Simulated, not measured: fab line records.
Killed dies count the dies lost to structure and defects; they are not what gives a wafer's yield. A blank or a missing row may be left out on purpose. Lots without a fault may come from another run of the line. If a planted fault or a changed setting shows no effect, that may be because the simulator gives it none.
fab line records | flow n5_finfet
[record] lots = 7 wafers = 21
route steps=1938 shown BEOL_M15@1809 TV_OPEN@1887
start_h: start of the lot's first displayed wafer, in hours after the record's first day | wait_h: time in hours since the lot's previous step | " as in the row above | L1.1+2: several wafers, shown together as one row | - value missing, or start not given | * or withheld: withheld | < > ~ a bound
route shown NAME@n: NAME is a module with steps in the file, n the number in the route of the first one | usual: average and standard deviation across the fault-free wafers | same: alike in all rows | chamber/n: place in a boat | sites: the reading at each site | _std_site: the standard deviation of these | _edge_site: the outer-site mean with the inner-site mean subtracted | radius_mm: for every site, how far away it sits from the centre of the wafer | mask NAME#n: copy n | behind: tool/chamber where the wafer was last shaped | hold: why the lot went on hold/how many hours it stayed there/how the hold came to an end | device: names the non-switching transistor (n, p or np) | end of line: the tests these same wafers got at the end of their route | a step without rows: its recipe alone | killed: not the wafer's yield, but the dies lost to structure and defects at the first sort | map: dies across one wafer; x = killed, . = not, _ = none there
set.NAME: the setting that was run; set.NAME@STEP: the one run at that earlier step | model.NAME: the simulator's own value behind a step, which no gauge read
lots with deliberately changed settings; one table per step, one row per wafer
[[steps]]
[step N5_BEOL_M15_TRENCH_ETCH_34]
[recipe] chemistry = C4F8/O2/Ar target = SiO2 target_depth_a = 8729.3 he_inner_torr = 15 he_outer_torr = 30 time_s = 199 ion_energy_ev = 800 pressure_mtorr = 20 source_w = 1905 bias_w = 2040 Ar_flow_sccm = 400 C4F8_flow_sccm = 16 O2_flow_sccm = 12
// columns lot.wafer tool chamber start_h wait_h set.time_s model.etch.depth_nm
L077.1 rie_diel-04 0 277.06 0.0 199 884
L077.2 " 2 " " 199 857.7
L077.4 " 3 " " 199 865.1
L079.2 rie_diel-03 3 286.63 0.0 199 855.2
L079.4 " 0 " " 199 878
L079.6 " 2 " " 199 875.8
L081.2 rie_diel-04 3 295.50 0.0 199 870.6
L081.4 " 1 " " 199 859.6
L081.5 " 0 " " 199 878.6
L083.2 rie_diel-06 1 324.88 0.0 199 880.2
L083.5 " 1 " " 199 886.4
L083.6 " 0 " " 228 1020
L090.1 rie_diel-04 2 345.29 0.0 174.4 763.7
L090.3 " 0 " " 199 878.1
L090.4 " 1 " " 199 896.2
L091.2 rie_diel-04 0 354.84 0.0 224 984
L091.4 " 1 " " 224 1007
L091.6 " 2 " " 199 863.2
L092.1 rie_diel-06 2 368.47 0.0 199 863.7
L092.5 " 2 " " 199 860.2
L092.6 " 3 " " 199 873.2
[step N5_BEOL_M15_STRIP_36]
[recipe] chemistry = O2 power_w = 600 temp_c = 60 pressure_mtorr = 30 rf_frequency_hz = 6e+07 bias_power_w = 0 overash_fraction = 0.3 o2_flow_sccm = 225
[step N5_BEOL_M15_ECD_47]
[recipe] material = Cu target_thk_a = 18600
[step N5_BEOL_M15_ANNEAL_48]
[recipe] temp_c = 225 time_s = 90 ambient = N2
[step N5_BEOL_M15_CMP_49]
[recipe] stop_on = SiO2 t_overpolish_s = 4.9 down_force_psi = 2 platen_rpm = 80 clearing_platen_down_force_psi = 2 clearing_platen_rpm = 80 post_cmp_clean = cu_alkaline target_thk_nm = 850 clearing_platen_pad_velocity_m_s = 1.5917 pad_velocity_m_s = 1.5917
// columns lot.wafer tool chamber start_h wait_h set.time_s@BEOL_M15_TRENCH_ETCH_34 model.Cu_of_BEOL_M15_ECD_47.thk_nm
L077.4 cmp-01 3 279.58 0.1 199 842.4
L077.2 " 0 " " 199 833
L077.1 " 2 " " 199 859.8
L079.4 cmp-03 0 293.51 0.1 199 854.2
L079.2 " 2 " " 199 832.6
L079.6 " 0 " " 199 852.2
L081.4 cmp-03 1 299.04 0.4 199 837
L081.2 " 2 " " 199 849.4
L081.5 " 0 " " 199 856
L083.2 cmp-03 2 330.21 0.2 199 858.6
L083.5 " 1 " " 199 862.4
L083.6 " 2 " " 228 998.2
L090.1 cmp-02 3 351.63 0.3 174.4 740.2
L090.3 " 0 " " 199 855.4
L090.4 " 2 " " 199 873
L091.2 cmp-02 3 357.37 0.2 224 960.2
L091.4 " 2 " " 224 983.6
L091.6 " 0 " " 199 840.2
L092.1 cmp-02 3 370.03 0.3 199 840.6
L092.6 " 1 " " 199 849.2
L092.5 " 2 " " 199 836.2
[step N5_BEOL_M15_THK_MEAS_50]
[recipe] thk_meas_gauge = xrf reads = Cu_of_BEOL_M15_ECD_47
[usual] M15_THK = 843/14
// columns lot.wafer tool chamber start_h wait_h set.time_s@BEOL_M15_TRENCH_ETCH_34 M15_THK[nm]
L077.1 film_metro-02 - 279.88 - 199 855
L077.2 " - " " 199 827
L077.4 " - " " 199 836
L079.2 film_metro-01 - 293.81 - 199 823
L079.4 " - " " 199 844
L079.6 " - " " 199 841
L081.2 film_metro-01 - 299.29 - 199 838
L081.4 " - " " 199 824
L081.5 " - " " 199 846
L083.2 film_metro-02 - 330.47 - 199 858
L083.5 " - " " 199 861
L083.6 " - " " 228 998
L090.1 film_metro-02 - 351.92 - 174.4 725
L090.3 " - " " 199 844
L090.4 " - " " 199 858
L091.2 film_metro-01 - 357.66 - 224 956
L091.4 " - " " 224 980
L091.6 " - " " 199 840
L092.1 film_metro-02 - 370.25 - 199 828
L092.5 " - " " 199 824
L092.6 " - " " 199 840
[step N5_BEOL_M15_PRE_CLEAN_52]
[recipe] gas = NH3 time_s = 15 temp_c = withheld rf_power_w = 300
[step N5_BEOL_M15_DEP_53]
[recipe] material = SiCN target_thk_a = 500 temp_c = withheld precursor = 3MS/NH3 pressure_torr = 3 rf_w = 675 time_s = 17.8
[step N5_BEOL_M15_RS_MEAS_54]
[recipe] thk_meas_gauge = four-point-probe reads = Cu_of_BEOL_M15_ECD_47+Ta_of_BEOL_M15_SPUTTER_44+TaN_of_BEOL_M15_SPUTTER_43
[usual] M15_RS = 0.0215/0.00032
// columns lot.wafer tool chamber start_h wait_h set.time_s@BEOL_M15_TRENCH_ETCH_34 M15_RS[ohm/sq]
L077.1 film_metro-02 - 280.01 0.0 199 0.0214
L077.2 " - " " 199 0.0220
L077.4 " - " " 199 0.0218
L079.2 film_metro-01 - 293.94 0.1 199 0.0220
L079.4 " - " " 199 0.0214
L079.6 " - " " 199 0.0215
L081.2 film_metro-01 - 299.72 0.3 199 0.0215
L081.4 " - " " 199 0.0219
L081.5 " - " " 199 0.0214
L083.2 film_metro-02 - 330.59 0.1 199 0.0214
L083.5 " - " " 199 0.0212
L083.6 " - " " 228 0.0183
L090.1 film_metro-01 - 352.05 0.0 174.4 0.0249
L090.3 " - " " 199 0.0214
L090.4 " - " " 199 0.0210
L091.2 film_metro-02 - 357.79 0.1 224 0.0191
L091.4 " - " " 224 0.0186
L091.6 " - " " 199 0.0218
L092.1 film_metro-02 - 370.38 0.0 199 0.0218
L092.5 " - " " 199 0.0219
L092.6 " - " " 199 0.0215
[step N5_PASSIVATION_PASS_ETCH_74]
[recipe] chemistry = CF4/O2 target = SiNx target_depth_a = 2200 time_s = 110 ion_energy_ev = 100 pressure_mtorr = 40 source_w = 535 bias_w = 49 Ar_flow_sccm = 100 cf4_flow_sccm = 100 O2_flow_sccm = 10
[usual] rf_vpp_V = 241/3.3
// columns lot.wafer tool chamber start_h wait_h set.source_w rf_vpp_V model.etch.depth_nm model.TV_OPEN.cd_offset_nm
L077.1 rie_diel-03 1 285.86 0.0 591.6 231 236.3 -1.4
L077.2 " 3 " " 591.6 227 238.9 -1.2
L077.4 " 0 " " 535 238 219.4 -0.2
L079.2 rie_diel-03 2 302.99 0.0 535 237 225 -0.4
L079.4 " 0 " " 535 238 224.7 -0.2
L079.6 " 0 " " 535 238 222.9 -0.2
L081.2 rie_diel-06 0 307.35 0.0 535 244 224.6 -0.4
L081.4 " 2 " " 535 246 221.1 -0.2
L081.5 " 3 " " 535 238 225.4 -0.6
L083.2 rie_diel-06 0 337.16 0.0 535 245 224.4 -0.4
L083.5 " 0 " " 486.6 255 205.5 0.8
L083.6 " 1 " " 486.6 258 205.6 1
L090.1 rie_diel-03 2 363.19 0.0 592.7 224 247.5 -1.4
L090.3 " 0 " " 535 238 224.5 -0.2
L090.4 " 3 " " 592.7 227 240.4 -1.2
L091.2 rie_diel-06 1 367.04 0.0 601.9 231 245.9 -0.6
L091.4 " 0 " " 535 243 223.8 0.2
L091.6 " 2 " " 535 245 221 0.2
L092.1 rie_diel-06 0 376.92 0.0 535 243 222.7 0
L092.5 " 2 " " 535 244 219.2 0.2
L092.6 " 1 " " 535 246 222.1 0.6
[[key]]
[split] step = N5_BEOL_M15_TRENCH_ETCH_34 setting = time_s stated = 199 by = wafer
[response] step = N5_BEOL_M15_TRENCH_ETCH_34 reading = model.etch.depth_nm change = +9.91 per = 1% r = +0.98
[response] step = N5_BEOL_M15_CMP_49 reading = model.Cu_of_BEOL_M15_ECD_47.thk_nm change = +9.93 per = 1% r = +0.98
[response] step = N5_BEOL_M15_THK_MEAS_50 reading = M15_THK change = +9.95 per = 1% r = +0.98
[response] step = N5_BEOL_M15_RS_MEAS_54 reading = M15_RS change = -0.00024 per = 1% r = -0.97
[split] step = N5_PASSIVATION_PASS_ETCH_74 setting = source_w stated = 535 by = wafer
[response] step = N5_PASSIVATION_PASS_ETCH_74 reading = rf_vpp_V change = -1.06 per = 1% r = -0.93
[response] step = N5_PASSIVATION_PASS_ETCH_74 reading = model.etch.depth_nm change = +1.86 per = 1% r = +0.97
[response] step = N5_PASSIVATION_PASS_ETCH_74 reading = model.TV_OPEN.cd_offset_nm change = -0.097 per = 1% r = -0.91
